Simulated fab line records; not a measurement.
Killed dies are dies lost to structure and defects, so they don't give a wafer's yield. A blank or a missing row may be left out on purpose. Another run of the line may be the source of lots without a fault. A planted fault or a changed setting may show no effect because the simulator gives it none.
fab line records | flow nandHarc | part 2 of 2: steps 29 to 40 of 40
[record] lots = 5 | wafers = 15 | lastDay = 24
route steps=1159 shown HYBRID_BOND@1098 THIN_TSV@1101
lots with no fault: from the same line, run without faults
startH: hours from the record's opening day to when the first of the lot's shown wafers began | waitH: hours from the lot's prior step to this one | " as in the row above | L1.1+2: several wafers, shown together as one row | - no value, or no start given | * or withheld: withheld | < > ~ a bound
route shown NAME@n: a module of which the file shows steps, and the number in the route of the first | usual: mean and standard deviation over wafers with no fault | same: alike in all rows | chamber/n: place in a boat | sites: the reading at each site | _std_site: their standard deviation | _edge_site: inner sites' mean taken away from outer sites' mean | radiusMm: for every site, how far away it sits from the centre of the wafer | mask NAME#n: copy n | behind: tool/chamber where the wafer was last shaped | hold: reason for holding the lot/hours on hold/outcome of the hold | device: whichever transistor did not switch (one of n, p or np) | end of line: the route-end tests of the same wafers | a step with no rows: only its recipe | killed: dies that structure and defects cost at the first sort, which is not the same as the wafer's yield | map: a wafer's dies, x killed, . not, _ none there
set.NAME: the run value of the setting; set.NAME@STEP: its run value at that earlier step | model.NAME: the simulator's own value behind a step, which no gauge read
lots at some steps of the route; a table a step, a row a wafer
services: the hour from which a tool's chamber was out of use, counted from the record's first day as startH (under 0 if before that day), plus the number of hours and why
[[steps]]
[step NHARC_THIN_TSV_STRIP_62]
[recipe] powerW = 1500 | tempC = 250 | timeS = 20 | chemistry = N2/H2
[usual] drypumpMotorCurrentA = 5.80/0.25 | heaterPowerW = 328/39 | rfReflPowerW = 22.1/2.7
lot.wafer | tool           | chamber | startH | waitH | drypumpMotorCurrentA | heaterPowerW | rfHoursCounterH | rfReflPowerW
L074.4    | plasmaAsher-02 | 0       | 426.97 | -     | 5.96                 | 344          | -               | -
L074.5    | "              | 1       | "      | "     | 5.61                 | 323          | -               | -
L074.6    | "              | 0       | "      | "     | 5.95                 | 335          | -               | -
L075.1    | plasmaAsher-02 | 0       | 440.75 | -     | 5.95                 | 327          | 24              | -
L075.4    | "              | 0       | "      | "     | 5.94                 | 335          | -               | -
L075.6    | "              | 1       | "      | "     | 5.57                 | 321          | -               | -
L087.1    | plasmaAsher-02 | 1       | 483.01 | -     | 5.59                 | 323          | 48              | 18.0
L087.2    | "              | 0       | "      | "     | 5.97                 | 342          | 48              | 21.5
L087.4    | "              | 1       | "      | "     | 5.58                 | 320          | -               | 19.3
L086.4    | plasmaAsher-02 | 1       | 500.75 | -     | 5.58                 | 327          | -               | 19.0
L086.5    | "              | 1       | "      | "     | 5.57                 | 319          | -               | 18.8
L086.6    | "              | 0       | "      | "     | 5.97                 | 331          | -               | 22.4
L097.4    | plasmaAsher-02 | 0       | 565.88 | -     | 5.96                 | 354          | -               | -
L097.6    | "              | 0       | "      | "     | 5.94                 | 352          | -               | -
L097.5    | "              | 1       | "      | "     | 5.56                 | 335          | -               | -
[step NHARC_THIN_TSV_DEGAS_49]
[recipe] tempC = 300 | timeS = 120
[usual] heaterPowerW = 474/48
lot.wafer | tool          | chamber | startH | waitH | heaterPowerW
L074.4    | pvdSputter-03 | -       | 427.08 | 0.1   | 536
L074.6    | "             | -       | "      | "     | 469
L074.5    | "             | -       | "      | "     | 532
L075.4    | pvdSputter-02 | -       | 440.91 | 0.1   | 432
L075.1    | "             | -       | "      | "     | 512
L075.6    | "             | -       | "      | "     | 431
L087.4    | pvdSputter-02 | -       | 483.20 | 0.1   | 421
L087.1    | "             | -       | "      | "     | 543
L087.2    | "             | -       | "      | "     | 430
L086.4    | pvdSputter-03 | -       | 500.89 | 0.1   | 536
L086.5    | "             | -       | "      | "     | 473
L086.6    | "             | -       | "      | "     | 559
L097.4    | pvdSputter-02 | -       | 566.04 | 0.1   | 440
L097.6    | "             | -       | "      | "     | 509
L097.5    | "             | -       | "      | "     | 424
[step NHARC_THIN_TSV_PRE_CLEAN_50]
[recipe] timeS = 30 | tempC = 280 | gas = H2/He
[usual] heaterPowerW = 418/42
lot.wafer | tool          | chamber | startH | waitH | heaterPowerW
L074.4    | pvdSputter-03 | -       | -      | -     | 480
L074.6    | "             | -       | "      | "     | 472
L074.5    | "             | -       | "      | "     | 406
L075.1    | pvdSputter-02 | -       | -      | -     | 493
L075.4    | "             | -       | "      | "     | 382
L075.6    | "             | -       | "      | "     | 379
L087.1    | pvdSputter-02 | -       | -      | -     | 439
L087.2    | "             | -       | "      | "     | 385
L087.4    | "             | -       | "      | "     | 389
L086.4    | pvdSputter-03 | -       | -      | -     | 403
L086.6    | "             | -       | "      | "     | 406
L086.5    | "             | -       | "      | "     | 469
L097.4    | pvdSputter-02 | -       | -      | -     | 376
L097.5    | "             | -       | "      | "     | 476
L097.6    | "             | -       | "      | "     | 394
[step NHARC_THIN_TSV_PVD_19]
[recipe] targetThkA = 200 | chamberPressurePa = 5 | material = TaN
[usual] throttleValvePct = 30.1/1.3
lot.wafer | tool          | chamber | startH | waitH | throttleValvePct
L074.4    | pvdSputter-03 | -       | -      | -     | 30.2
L074.5    | "             | -       | "      | "     | 28.1
L074.6    | "             | -       | "      | "     | 30.2
L075.1    | pvdSputter-02 | -       | -      | -     | 30.3
L075.4    | "             | -       | "      | "     | 30.3
L075.6    | "             | -       | "      | "     | 31.2
L087.2    | pvdSputter-02 | -       | -      | -     | 30.2
L087.4    | "             | -       | "      | "     | 29.3
L087.1    | "             | -       | "      | "     | 30.2
L086.4    | pvdSputter-03 | -       | -      | -     | 28.4
L086.6    | "             | -       | "      | "     | 30.8
L086.5    | "             | -       | "      | "     | 28.1
L097.4    | pvdSputter-02 | -       | -      | -     | 30.2
L097.5    | "             | -       | "      | "     | 30.2
L097.6    | "             | -       | "      | "     | 29.3
[step NHARC_THIN_TSV_PVD_51]
[recipe] targetThkA = 1000 | chamberPressurePa = 5 | material = Cu
[usual] throttleValvePct = 30.0/1.3
lot.wafer | tool          | chamber | startH | waitH | throttleValvePct
L074.4    | pvdSputter-03 | -       | -      | -     | 30.1
L074.5    | "             | -       | "      | "     | 30.9
L074.6    | "             | -       | "      | "     | 28.2
L075.1    | pvdSputter-02 | -       | -      | -     | 29.1
L075.4    | "             | -       | "      | "     | 31.2
L075.6    | "             | -       | "      | "     | 30.4
L087.4    | pvdSputter-02 | -       | -      | -     | 30.4
L087.1    | "             | -       | "      | "     | 30.5
L087.2    | "             | -       | "      | "     | 29.1
L086.4    | pvdSputter-03 | -       | -      | -     | 31.1
L086.5    | "             | -       | "      | "     | 29.4
L086.6    | "             | -       | "      | "     | 30.8
L097.4    | pvdSputter-02 | -       | -      | -     | 30.3
L097.6    | "             | -       | "      | "     | 30.3
L097.5    | "             | -       | "      | "     | 29.3
[step NHARC_THIN_TSV_ECD_20]
[recipe] targetThkA = 20000 | material = Cu
lot.wafer  | tool     | chamber | startH | waitH
L074.4+6+5 | ecdCu-01 | 1,1,0   | 427.73 | -
L075.1+4+6 | ecdCu-01 | 0       | 441.47 | -
L087.1+2+4 | ecdCu-01 | 1,0,0   | 483.68 | -
L086.4+6+5 | ecdCu-01 | 1,0,1   | 501.64 | -
L097.4+6+5 | ecdCu-01 | 1,0,1   | 566.79 | -
[step NHARC_THIN_TSV_ANNEAL_52]
[recipe] tempC = 225 | timeS = 90
[usual] wafer_temp_C_max = 226.0/0.32
lot.wafer | tool         | chamber | startH | waitH | wafer_temp_C_max
L074.4    | rtpAnneal-02 | 0       | 428.45 | 0.6   | 226.6
L074.5    | "            | 0       | "      | "     | 226.5
L074.6    | "            | 0       | "      | "     | 226.1
L075.1    | rtpAnneal-01 | 0       | 442.11 | 0.5   | 226.0
L075.4    | "            | 0       | "      | "     | 225.8
L075.6    | "            | 0       | "      | "     | 225.7
L087.1    | rtpAnneal-02 | 0       | 484.40 | 0.6   | 226.6
L087.2    | "            | 0       | "      | "     | 225.7
L087.4    | "            | 0       | "      | "     | 225.7
L086.4    | rtpAnneal-01 | 0       | 502.22 | 0.5   | 225.8
L086.5    | "            | 0       | "      | "     | 225.9
L086.6    | "            | 0       | "      | "     | 226.1
L097.4    | rtpAnneal-01 | 0       | 567.37 | 0.5   | 226.1
L097.5    | "            | 0       | "      | "     | 226.1
L097.6    | "            | 0       | "      | "     | 225.8
[step NHARC_THIN_TSV_CMP_21]
[recipe] tOverpolishS = 30 | targetThkNm = 2000
[usual] motorCurrentA = 11.5/1.4 | overpolishRunS = 30.001/0.0094 | retainingRingPressureFrac = 1.000/0.005
lot.wafer | tool   | chamber | startH | waitH | motorCurrentA | overpolishRunS | retainingRingPressureFrac
L074.4    | cmp-03 | 0       | 428.65 | -     | 11.7          | 30.012         | 0.995
L074.6    | "      | 0       | "      | "     | 12.3          | 29.996         | 1.004
L074.5    | "      | 1       | "      | "     | 10.5          | 29.986         | 1.001
L075.1    | cmp-03 | 2       | 442.48 | -     | 9.0           | 29.993         | 1.004
L075.4    | "      | 3       | "      | "     | 11.7          | 29.990         | 0.999
L075.6    | "      | 2       | "      | "     | 9.4           | 30.006         | 0.996
L087.4    | cmp-03 | 1       | 484.75 | -     | 10.6          | 29.998         | 1.004
L087.1    | "      | 3       | "      | "     | 12.1          | 29.981         | 1.009
L087.2    | "      | 0       | "      | "     | 12.1          | 30.019         | 0.997
L086.4    | cmp-01 | 2       | 502.47 | -     | 12.5          | 30.007         | 0.994
L086.5    | "      | 0       | "      | "     | 10.7          | 30.004         | 0.997
L086.6    | "      | 1       | "      | "     | 13.4          | 29.996         | 0.992
L097.4    | cmp-02 | 1       | 567.55 | -     | 12.8          | 29.995         | 1.009
L097.5    | "      | 1       | "      | "     | 13.8          | 29.997         | 1.006
L097.6    | "      | 2       | "      | "     | 12.5          | 30.001         | 0.998
[step NHARC_THIN_TSV_SRD_23]
lot.wafer  | tool        | chamber | startH | waitH
L074.6+4+5 | wetBench-08 | 7,2,3   | 429.01 | 0.0
L075.4+1+6 | wetBench-08 | 5,1,2   | 442.81 | 0.0
L087.2+4+1 | wetBench-10 | 5,7,0   | 485.12 | 0.0
L086.5+4+6 | wetBench-08 | 1,2,3   | 502.78 | 0.0
L097.6+5+4 | wetBench-08 | 4,6,7   | 567.92 | 0.0
[step NHARC_THIN_TSV_DEGAS_53]
[recipe] tempC = 300 | timeS = 60
[usual] heaterPowerW = 473/45
lot.wafer | tool          | chamber | startH | waitH | heaterPowerW
L074.4    | pvdSputter-03 | -       | 429.13 | 0.1   | 539
L074.6    | "             | -       | "      | "     | 534
L074.5    | "             | -       | "      | "     | 424
L075.4    | pvdSputter-03 | -       | 442.92 | 0.1   | 529
L075.1    | "             | -       | "      | "     | 452
L075.6    | "             | -       | "      | "     | 460
L087.1    | pvdSputter-02 | -       | 485.22 | 0.1   | 449
L087.4    | "             | -       | "      | "     | 505
L087.2    | "             | -       | "      | "     | 421
L086.4    | pvdSputter-01 | -       | 502.88 | 0.1   | 458
L086.6    | "             | -       | "      | "     | 430
L086.5    | "             | -       | "      | "     | 467
L097.4    | pvdSputter-02 | -       | 568.01 | 0.1   | 438
L097.5    | "             | -       | "      | "     | 431
L097.6    | "             | -       | "      | "     | 507
[step NHARC_THIN_TSV_PRE_CLEAN_54]
[recipe] timeS = 30 | tempC = 280 | gas = H2/He
[usual] heaterPowerW = 416/40
lot.wafer | tool          | chamber | startH | waitH | heaterPowerW
L074.4    | pvdSputter-03 | -       | 429.18 | 0.0   | 376
L074.6    | "             | -       | "      | "     | 388
L074.5    | "             | -       | "      | "     | 463
L075.1    | pvdSputter-03 | -       | 443.01 | 0.0   | 404
L075.4    | "             | -       | "      | "     | 465
L075.6    | "             | -       | "      | "     | 460
L087.4    | pvdSputter-02 | -       | 485.29 | 0.0   | 380
L087.2    | "             | -       | "      | "     | 447
L087.1    | "             | -       | "      | "     | 386
L086.4    | pvdSputter-01 | -       | 502.98 | 0.1   | 414
L086.6    | "             | -       | "      | "     | 435
L086.5    | "             | -       | "      | "     | 363
L097.4    | pvdSputter-02 | -       | 568.11 | 0.1   | 445
L097.5    | "             | -       | "      | "     | 376
L097.6    | "             | -       | "      | "     | 499
[step NHARC_THIN_TSV_PVD_55]
[recipe] targetThkA = 500 | material = TiN
lot.wafer  | tool          | chamber | startH | waitH
L074.4+6+5 | pvdSputter-03 | -       | 429.32 | 0.1
L075.1+4+6 | pvdSputter-03 | -       | 443.12 | 0.1
L087.1+2+4 | pvdSputter-02 | -       | 485.36 | 0.0
L086.4+5+6 | pvdSputter-01 | -       | 503.04 | 0.1
L097.4+6+5 | pvdSputter-02 | -       | 568.22 | 0.1
[[services]]
tool           | chamber | startH | hours | kind
pvdSputter-02  | -       | 393.43 | 10.0  | pm
rieDiel-01     | 1       | 405.93 | 4.3   | repair
wetBench-08    | -       | 406.40 | 8.0   | pm
grinder-01     | -       | 409.62 | 0.3   | repair
pecvd-01       | -       | 418.40 | 13.0  | pm
pvdSputter-02  | -       | 420.11 | 0.6   | repair
wetBench-10    | -       | 423.20 | 8.0   | pm
rieDiel-10     | 1       | 434.23 | 1.6   | repair
pecvd-01       | 2       | 435.20 | 15.0  | repair
pvdSputter-02  | -       | 446.17 | 0.8   | repair
ecdCu-01       | -       | 448.14 | 8.0   | pm
pvdSputter-03  | -       | 458.00 | 10.0  | pm
pvdSputter-02  | -       | 467.44 | 6.9   | repair
cmp-03         | -       | 470.80 | 4.0   | pm
rieDiel-01     | -       | 491.84 | 9.0   | pm
pecvd-01       | -       | 494.06 | 0.3   | repair
pecvd-01       | -       | 505.20 | 1.4   | repair
pvdSputter-02  | -       | 507.50 | 2.0   | repair
lithoTrack-02  | -       | 515.00 | 7.0   | pm
rieDiel-01     | 3       | 530.24 | 20.2  | repair
plasmaAsher-02 | -       | 537.00 | 9.0   | pm
lithoTrack-07  | -       | 539.00 | 7.0   | pm
pvdSputter-02  | -       | 547.36 | 4.1   | repair
lithoTrack-03  | -       | 563.00 | 7.0   | pm
